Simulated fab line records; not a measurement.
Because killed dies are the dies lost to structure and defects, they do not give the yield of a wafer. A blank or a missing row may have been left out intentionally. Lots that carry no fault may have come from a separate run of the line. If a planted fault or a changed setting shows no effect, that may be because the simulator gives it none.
Split-lot study	flow n5_finfet	on a route of 1938 steps: 7 lots, 21 wafers read

## THE SPLIT
At N5_GATE_CUT_EXPOSE_10 (exposes mask GATE CUT, target cd 20 nm), the setting dose_mj was moved away from the recipe's 43.25 on 5 of the 21 wafers read, by -6.5% to +7.2%. All remaining wafers had this setting at the recipe value.

## FROM THE SPLIT TO THE READING: what the file shows between them, 2 steps
- N5_GATE_CUT_PEB_11: peb time 60 s
- N5_GATE_CUT_DEVELOP_12: develop time 30 s

## THE READING
Shown in nm: cd_nm at N5_GATE_CUT_CD_MEAS_13, with target cd 20 nm. Typical for fault-free wafers on this fab line: 20.00 nm, with standard deviation 0.28 nm.

wafer	tool, chamber at the split	dose_mj as run	against the recipe	cd_nm, nm	against lot-mates on the recipe
L079.3	euv_scanner-01, 0	43.25	recipe	19.72	-
L079.5	euv_scanner-01, 0	43.25	recipe	20.17	-
L079.6	euv_scanner-01, 0	43.25	recipe	20.17	-
L084.1	euv_scanner-02, 0	43.25	recipe	20.11	-
L084.2	euv_scanner-02, 0	43.25	recipe	19.71	-
L084.6	euv_scanner-02, 0	43.25	recipe	20.04	-
L085.2	euv_scanner-02, 0	40.44	-6.5%	18.47	-1.56
L085.5	euv_scanner-02, 0	43.25	recipe	19.78	-
L085.6	euv_scanner-02, 0	43.25	recipe	20.28	-
L091.1	euv_scanner-02, 0	43.25	recipe	19.75	-
L091.4	euv_scanner-02, 0	43.25	recipe	19.80	-
L091.5	euv_scanner-02, 0	43.25	recipe	20.02	-
L092.3	euv_scanner-01, 0	43.25	recipe	19.90	-
L092.4	euv_scanner-01, 0	46.35	+7.2%	21.65	+1.75
L092.5	euv_scanner-01, 0	46.35	+7.2%	21.16	+1.26
L096.2	euv_scanner-02, 0	41.62	-3.8%	19.31	-0.43
L096.3	euv_scanner-02, 0	43.25	recipe	19.74	-
L096.4	euv_scanner-02, 0	41.62	-3.8%	19.02	-0.72
L097.1	euv_scanner-02, 0	43.25	recipe	20.29	-
L097.2	euv_scanner-02, 0	43.25	recipe	19.76	-
L097.4	euv_scanner-02, 0	43.25	recipe	19.88	-

FIT RESULTS
A straight line over all 21 wafers: cd_nm changes by +0.21 nm for each +1% of dose_mj; r = +0.95; the points scatter about the line by 0.21 nm.
The same after taking each lot's own level away (the mean of its wafers on the recipe; 21 wafers): +0.208 nm for each +1%; r = +0.95; scatter 0.21 nm.
That fit puts the effect of the largest move of dose_mj on the reading at 1.5 nm.
From 19.740 to 20.030 nm: that is the span of the lots' own levels, equal to 1.0 times the standard deviation above.
The two slopes are in agreement: the lot-to-lot level therefore moves the slope only a little.
Check: for one of the wafers moved furthest among these (+7.2%), held out of the fit, the line's prediction against its lot-mates is +1.37 nm. Against them it came out at +1.75 nm.

## OTHER SPLITS APPLIED TO THESE WAFERS
Before the reading, these wafers also passed through other splits. Each is held against what the fit with the lots' levels taken away leaves over:
other split on the same wafers	wafers away from the commonest value	r with cd_nm (lot level and that fit taken away)
N5_SD_EPI_P_EPI_21 time_s	4	+0.35
N5_HKMG_FIN_COAT_42 spin_rpm	7	+0.19
N5_HKMG_FIN_EXPOSE_46 dose_mj	7	+0.31
N5_HKMG_FIN_COAT_06 spin_rpm	6	-0.29
N5_HKMG_FIN_EXPOSE_09 dose_mj	4	+0.01
N5_GATE_CUT_COAT_27 spin_rpm	8	+0.11

## THE WHOLE CHAIN: every reading that the file lists as answering this split, in the file's order
step	what it does	reading	change (the file's fit)	r (the file's)
N5_GATE_CUT_CD_MEAS_13	target cd 20 nm	cd_nm	+0.214 nm for each +1% of the setting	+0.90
N5_GATE_CUT_DESCUM_18	chemistry O2, time 7 s	GATE_CUT.cd_nm (the simulator's own value, which no gauge read)	+0.191 nm for each +1% of the setting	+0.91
N5_GATE_CUT_ETCH_28	etches underlayer in N2/H2, target depth 13 nm, time 10.4 s	GATE_CUT.cd_nm (the simulator's own value, which no gauge read)	+0.168 nm for each +1% of the setting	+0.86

## THE FILE'S OWN FIT
cd_nm changes by +0.214 nm for each +1% of dose_mj, r = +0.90.
